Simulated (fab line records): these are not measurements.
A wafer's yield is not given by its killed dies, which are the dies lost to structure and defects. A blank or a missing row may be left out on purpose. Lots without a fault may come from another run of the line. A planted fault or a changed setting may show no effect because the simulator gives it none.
One fault seen from 3 desks / flow nandHarc / only its own numbers are on each desk; what lay behind them is given at the end

METROLOGY DESK
What the gauges read for every lot (on any tool): the sampled wafers with a number, averaged. If a lot's mean is further than 4 standard deviations from the usual mean, the lot is out of limits and carries the mark OUT (the distance appears in the brackets).
Columns: A = cdNm at NHARC_A_BONDPAD_CD_MEAS_13, usual 499.0 nm
lot=L196; first seen here=day 18 14:13; A=497.1
lot=L197; first seen here=day 18 17:32; A=500.8
lot=L200; first seen here=day 18 19:21; A=500.8
lot=L199; first seen here=day 19 03:41; A=494.7
lot=L201; first seen here=day 19 06:23; A=496.2
lot=L202; first seen here=day 19 09:16; A=500.6
lot=L203; first seen here=day 19 19:14; A=502.1
lot=L205; first seen here=day 20 07:25; A=497.3
lot=L208; first seen here=day 20 21:59; A=499.9
lot=L207; first seen here=day 21 04:53; A=499.8
lot=L211; first seen here=day 21 11:21; A=496.8
lot=L210; first seen here=day 22 08:36; A=498.2
This desk's finding: nothing out of limits on any of the 12 lots.

THE DEFECT DESK
What the inspections along the route counted, lot by lot: means of the sampled wafers that have a number. If a lot's mean is further than 4 standard deviations from the usual mean, the lot is out of limits and carries the mark OUT (the distance appears in the brackets).
Columns: A = rawDefectCount at NHARC_A_M1_INSPECT_27, usual 468
lot=L196; first seen here=day 18 11:27; A=473
lot=L197; first seen here=day 18 14:43; A=407
lot=L200; first seen here=day 18 16:53; A=483
lot=L199; first seen here=day 19 01:13; A=413
lot=L201; first seen here=day 19 04:04; A=372
lot=L202; first seen here=day 19 06:26; A=581
lot=L203; first seen here=day 19 16:55; A=467
lot=L205; first seen here=day 20 04:49; A=507
lot=L208; first seen here=day 20 19:32; A=452
lot=L207; first seen here=day 21 02:26; A=456
lot=L211; first seen here=day 21 08:52; A=368
lot=L210; first seen here=day 22 06:16; A=500
This desk's finding: nothing out of limits on any of the 12 lots.

AT THE TOOL OWNER'S DESK: rieDiel-01
The tool's own readings at NHARC_A_BONDPAD_ETCH_12 (etches the open film in CHF3/O2, target depth 220 nm, time 110 s): means of the sampled wafers that have a number, for each lot that ran on this tool. If a lot's mean is further than 4 standard deviations from the usual mean, the lot is out of limits and carries the mark OUT (the distance appears in the brackets).
Columns: A = drypumpMotorCurrentA at NHARC_A_BONDPAD_ETCH_12, usual 5.8 A; B = oesProductAu at NHARC_A_BONDPAD_ETCH_12, usual 0.943 a.u.; C = rfVppV at NHARC_A_BONDPAD_ETCH_12, usual 369.5 V; D = runLengthS at NHARC_A_BONDPAD_ETCH_12, usual 131.5 s; E = showerheadPlenumPTorr at NHARC_A_BONDPAD_ETCH_12, usual 2.35 Torr; F = throttleValvePct at NHARC_A_BONDPAD_ETCH_12, usual 20.573 %
lot=L196; first seen here=day 18 14:04; A=5.9; B=0.919; C=367.4; D=131.8; E=2.26; F=20.570
lot=L197; first seen here=day 18 17:23; A=5.4; B=0.956; C=369.8; D=131.8; E=2.36; F=20.561
lot=L200; first seen here=day 18 19:13; A=5.8; B=0.969; C=367.3; D=131.8; E=2.25; F=20.578
lot=L199; first seen here=day 19 03:33; A=5.8; B=0.934; C=367.4; D=132.1; E=2.25; F=20.578
lot=L201; first seen here=day 19 06:14; A=5.5; B=0.929; C=372.0; D=131.5; E=2.44; F=20.575
lot=L202; first seen here=day 19 09:07; A=5.8; B=0.971; C=371.6; D=131.2; E=2.43; F=20.572
lot=L203; first seen here=day 19 19:07; A=5.8; B=0.958; C=370.8; D=131.1; E=2.44; F=20.567
lot=L208; first seen here=day 20 21:52; A=5.7; B=0.964; C=369.3; D=131.4; E=2.35; F=20.565
lot=L207; first seen here=day 21 04:44; A=5.7; B=0.924; C=369.6; D=123.0 (-15) OUT; E=2.35; F=20.573
lot=L211; first seen here=day 21 11:13; A=5.6; B=0.967; C=367.3; D=123.4 (-14) OUT; E=2.25; F=20.570
lot=L210; first seen here=day 22 08:29; A=5.7; B=0.965; C=367.7; D=125.6 (-10) OUT; E=2.25; F=20.577
This desk's finding: out of limits on L207, L210, L211; first on L207, day 21 04:44 (runLengthS at NHARC_A_BONDPAD_ETCH_12). In limits: L196, L197, L200, L199, L201, L202, L203, L208.

PUT TOGETHER
At day 21 04:44, on L207, L210, L211, the tool owner's desk was in a position to raise an alarm.
At the metrology desk, nothing out of limits was observed.
The defect desk saw nothing out of limits.
The metrology desk holds a record of L207, L210, L211, inside its limits.
The defect desk has L207, L210, L211 on record, within its limits.
NHARC_A_BONDPAD_ETCH_12 was run on rieDiel-01 by each of the lots named.

WHAT THE SIMULATOR HAD INSERTED
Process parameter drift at NHARC_A_BONDPAD_ETCH_12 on rieDiel-01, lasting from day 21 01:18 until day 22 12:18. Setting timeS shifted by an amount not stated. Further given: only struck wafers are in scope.
Lots struck among those shown: L207, L210, L211.
Each desk's first reading out of limits, in hours after the fault started: the tool owner's desk, 3.
